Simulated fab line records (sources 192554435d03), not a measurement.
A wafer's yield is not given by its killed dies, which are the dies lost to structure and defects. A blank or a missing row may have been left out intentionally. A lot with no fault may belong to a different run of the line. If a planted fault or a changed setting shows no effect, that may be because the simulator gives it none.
Split-lot trial :: flow n5-finfet :: 7 lots, 21 wafers read, on a route of 1938 steps

## ABOUT THE SPLIT
At N5_BEOL_M9_ILD_DEP_00 (deposits SiCOH lowk from DEMS/porogen, target thk 308.51 nm, time 58 s), the setting time-s was moved away from the recipe's 58 s on 5 of the 21 wafers read, by -13.0% to +14.4%. All remaining wafers had this setting at the recipe value.

## THE PATH FROM SPLIT TO READING: the file shows 1 step between them
- N5_BEOL_M9_CURE_71: cures SiCOH lowk, time 240 s

## THE READING
M9_ILD_THK (nm), taken at N5_BEOL_M9_THK_MEAS_01. Typical for fault-free wafers on this fab line: 267 nm, with standard deviation 3.5 nm.

wafer: L074.3
tool, chamber at the split: pecvd-02, 1
time-s as run, s: 61.64
against the recipe: +6.3%
M9_ILD_THK, nm: 284
against lot-mates on the recipe: +19

wafer: L074.5
tool, chamber at the split: pecvd-02, 1
time-s as run, s: 58
against the recipe: recipe
M9_ILD_THK, nm: 267
against lot-mates on the recipe: -

wafer: L074.6
tool, chamber at the split: pecvd-02, 0
time-s as run, s: 58
against the recipe: recipe
M9_ILD_THK, nm: 263
against lot-mates on the recipe: -

wafer: L079.1
tool, chamber at the split: pecvd-01, 1
time-s as run, s: 58
against the recipe: recipe
M9_ILD_THK, nm: 269
against lot-mates on the recipe: -

wafer: L079.2
tool, chamber at the split: pecvd-01, 2
time-s as run, s: 58
against the recipe: recipe
M9_ILD_THK, nm: 269
against lot-mates on the recipe: -

wafer: L079.4
tool, chamber at the split: pecvd-01, 1
time-s as run, s: 58
against the recipe: recipe
M9_ILD_THK, nm: 270
against lot-mates on the recipe: -

wafer: L081.2
tool, chamber at the split: pecvd-01, 0
time-s as run, s: 58
against the recipe: recipe
M9_ILD_THK, nm: 262
against lot-mates on the recipe: -

wafer: L081.4
tool, chamber at the split: pecvd-01, 2
time-s as run, s: 50.48
against the recipe: -13.0%
M9_ILD_THK, nm: 234
against lot-mates on the recipe: -29

wafer: L081.6
tool, chamber at the split: pecvd-01, 2
time-s as run, s: 58
against the recipe: recipe
M9_ILD_THK, nm: 264
against lot-mates on the recipe: -

wafer: L082.2
tool, chamber at the split: pecvd-01, 2
time-s as run, s: 58
against the recipe: recipe
M9_ILD_THK, nm: 266
against lot-mates on the recipe: -

wafer: L082.3
tool, chamber at the split: pecvd-01, 1
time-s as run, s: 58
against the recipe: recipe
M9_ILD_THK, nm: 266
against lot-mates on the recipe: -

wafer: L082.6
tool, chamber at the split: pecvd-01, 1
time-s as run, s: 58
against the recipe: recipe
M9_ILD_THK, nm: 270
against lot-mates on the recipe: -

wafer: L084.2
tool, chamber at the split: pecvd-01, 0
time-s as run, s: 52.79
against the recipe: -9.0%
M9_ILD_THK, nm: 242
against lot-mates on the recipe: -28

wafer: L084.4
tool, chamber at the split: pecvd-01, 1
time-s as run, s: 58
against the recipe: recipe
M9_ILD_THK, nm: 271
against lot-mates on the recipe: -

wafer: L084.5
tool, chamber at the split: pecvd-01, 0
time-s as run, s: 58
against the recipe: recipe
M9_ILD_THK, nm: 269
against lot-mates on the recipe: -

wafer: L086.2
tool, chamber at the split: pecvd-02, 0
time-s as run, s: 58
against the recipe: recipe
M9_ILD_THK, nm: 265
against lot-mates on the recipe: -

wafer: L086.4
tool, chamber at the split: pecvd-02, 2
time-s as run, s: 66.33
against the recipe: +14.4%
M9_ILD_THK, nm: 306
against lot-mates on the recipe: +41

wafer: L086.6
tool, chamber at the split: pecvd-02, 0
time-s as run, s: 66.33
against the recipe: +14.4%
M9_ILD_THK, nm: 306
against lot-mates on the recipe: +41

wafer: L096.1
tool, chamber at the split: pecvd-01, 2
time-s as run, s: 58
against the recipe: recipe
M9_ILD_THK, nm: 263
against lot-mates on the recipe: -

wafer: L096.4
tool, chamber at the split: pecvd-01, 0
time-s as run, s: 58
against the recipe: recipe
M9_ILD_THK, nm: 270
against lot-mates on the recipe: -

wafer: L096.5
tool, chamber at the split: pecvd-01, 2
time-s as run, s: 58
against the recipe: recipe
M9_ILD_THK, nm: 269
against lot-mates on the recipe: -

THE FIT
A straight line over all 21 wafers: M9_ILD_THK changes by +2.68 nm for each +1% of time-s; r = +0.99; the points scatter about the line by 2.7 nm.
The same after taking each lot's own level away (the mean of its wafers on the recipe; 21 wafers): +2.74 nm for each +1%; r = +0.99; scatter 2.4 nm.
According to that fit, moving time-s by its largest amount changes the reading by 39 nm.
The lots' own levels span 263.0 to 270.0 nm, that is 2.0 times the standard deviation above.
The two slopes agree, so the slope changes little with the lot-to-lot level.
Check: with one of the wafers moved furthest among these (+14.4%) left out of the fit, the line predicts +39.1 nm for it against its lot-mates. Against them it came out at +41 nm.

## THE WHOLE CHAIN: every reading that the file lists as answering this split, in the file's order
step: N5_BEOL_M9_ILD_DEP_00
what it does: deposits SiCOH lowk from DEMS/porogen, target thk 308.51 nm, time 58 s
reading: SiCOH_lowk_of_BEOL_M9_ILD_DEP_00.thk-nm (the simulator's own value, which no gauge read)
change (the file's fit): +3.09 nm for each +1% of the setting
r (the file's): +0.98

step: N5_BEOL_M9_CURE_71
what it does: cures SiCOH lowk, time 240 s
reading: SiCOH_lowk_of_BEOL_M9_ILD_DEP_00.thk-nm (the simulator's own value, which no gauge read)
change (the file's fit): +2.73 nm for each +1% of the setting
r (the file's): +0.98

step: N5_BEOL_M9_THK_MEAS_01
what it does: 
reading: M9_ILD_THK
change (the file's fit): +2.73 for each +1% of the setting
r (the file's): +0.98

## FILE'S OWN FIT
M9_ILD_THK changes by +2.73 nm for each +1% of time-s, r = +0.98.
